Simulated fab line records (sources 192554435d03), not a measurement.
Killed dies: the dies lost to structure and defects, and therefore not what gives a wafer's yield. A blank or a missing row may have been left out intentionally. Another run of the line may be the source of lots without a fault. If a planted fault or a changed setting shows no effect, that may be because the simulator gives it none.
Comparing a struck lot with a sound one :: flow n5_finfet :: 36 out of 1938 route steps
Sound: wafers L683.1, L683.4, L683.6. Wafers struck: L684.1, L684.4, L684.5. Last of all comes the cause.
At each step with rows: each side's tool, then ch and its chambers, then its first start. Under that, the readings that differ: sound wafers :: struck wafers :: difference of the means :: sigmas: that difference in standard deviations of wafers without a fault.
alike: words and numbers the same on both sides, and readings whose means are apart by under 2 such deviations; not compared: readings that were withheld, readings missing a value for some wafer, numbers with overlapping values and no deviation given by the record, and bounds like >300 which may hide the same value.
A row with sigmas, a row that says differs or no value, or rows on one side alone: a step with any of these is where the two part. Numbers that don't overlap but have no deviation are shown without sigmas and don't part them. A reading that every wafer of one side lacks parts them only if that side has two wafers or more.

first, 9 steps without rows for these wafers: N5_BEOL_M4_ANNEAL_95 (time 240 s); N5_BEOL_M4_SPUTTER_96 (material Cu, target thk 4.5 nm, time 8.29 s); N5_BEOL_M4_ECD_50 (material Cu, target thk 300 nm); N5_BEOL_M4_ANNEAL_51 (time 90 s); N5_BEOL_M4_CMP_52 (polishes, stops on SiOC, t overpolish 6.8 s, target thk 40 nm); N5_BEOL_M4_PRE_CLEAN_60 (time 15 s); N5_BEOL_M4_CO_CAP_55 (material Co, precursor CCTBA/H2, target thk 2 nm, time 102.1 s); N5_BEOL_M4_PRE_CLEAN_56 (time 15 s); N5_BEOL_M4_DEP_57 (deposits SiCN from 3MS/NH3, target thk 8 nm, time 14 s).
N5_BEOL_M4_RC_MEAS_101:
  sound on prober-01 ch 0, day 11 09:52; struck on prober-02 ch 0, day 11 12:59
  alike: DIBL_N, DIBL_P, IOFF_N, IOFF_P, ION_N, ION_P, SS_N, SS_P, VT_N, VT_P
then, 24 steps without rows for these wafers: N5_BEOL_M5_ILD_DEP_00 (deposits SiCOH lowk from DEMS/porogen, target thk 140.64 nm, time 25.9 s); N5_BEOL_M5_CURE_79 (cures SiCOH lowk, time 240 s); N5_BEOL_M5_PECVD_70 (deposits SiO2 from TEOS/O2, target thk 16 nm, time 18 s); N5_BEOL_M5_HM_DEP_02 (deposits TiN, target thk 20 nm); N5_BEOL_M5_COAT_59 (time 60 s, resist thk 60 nm); N5_BEOL_M5_COAT_60 (time 60 s, resist thk 12 nm); N5_BEOL_M5_COAT_71 (time 60 s, resist thk 5 nm); N5_BEOL_M5_COAT_05 (resist thk 30 nm); N5_BEOL_M5_EBR_07; N5_BEOL_M5_SOFTBAKE_06 (time 60 s); N5_BEOL_M5_EXPOSE_08 (exposes mask M5, target cd 28 nm); N5_BEOL_M5_PEB_09 (peb time 60 s); N5_BEOL_M5_DEVELOP_10 (develop time 30 s); N5_BEOL_M5_DESCUM_16 (chemistry O2, time 7 s); N5_BEOL_M5_ETCH_72 (etches underlayer in N2/H2, target depth 6.5 nm, time 5.2 s); N5_BEOL_M5_ETCH_61 (etches SiARC in CF4, target depth 15.6 nm, time 26 s); N5_BEOL_M5_ETCH_62 (etches SOC in N2/H2, target depth 75 nm, overetch 15 nm, time 112.5 s); N5_BEOL_M5_STRIP_63 (strips in N2/H2); N5_BEOL_M5_STRIP_73 (strips in N2/H2); N5_BEOL_M5_STRIP_64 (strips in CF4); N5_BEOL_M5_HM_OPEN_17 (chemistry Cl2/BCl3, target TiN, target depth 20 nm, overetch 6 nm); N5_BEOL_M5_STRIP_19 (strips in O2); N5_BEOL_M5_COAT_65 (time 60 s, resist thk 60 nm); N5_BEOL_M5_COAT_66 (time 60 s, resist thk 12 nm).
N5_BEOL_M9_ETCH_41: etches SiCN in CH3F/O2, target depth 36.6 nm, time 70.1 s.
  sound on rie_diel-02 ch 0,2, day 13 11:38; struck on rie_diel-04 ch 1,2, day 13 11:35
  no value came back on the struck wafers for any of 7 readings (CH3F_flow_sccm (sccm), O2_flow_sccm (sccm) and others); on the sound wafers CH3F_flow_sccm (sccm) reads 29.87 30.03 29.89
  not compared: rf_hours_counter_h
-- the record jumps here: 3 days lie between the struck wafers' starts before and after (it left off in module BEOL_M9 and takes up again in module PASSIVATION, whose first step shown is number 1936 of the route) --
N5_PASSIVATION_PROBE_49:
  only the struck wafers here have rows in the record (prober-01, day 16 09:59); the sound ones have none

== WHERE THEY PART ==
First at N5_BEOL_M9_ETCH_41; last, within this record, at N5_PASSIVATION_PROBE_49.

WHY: whatever the simulator had introduced
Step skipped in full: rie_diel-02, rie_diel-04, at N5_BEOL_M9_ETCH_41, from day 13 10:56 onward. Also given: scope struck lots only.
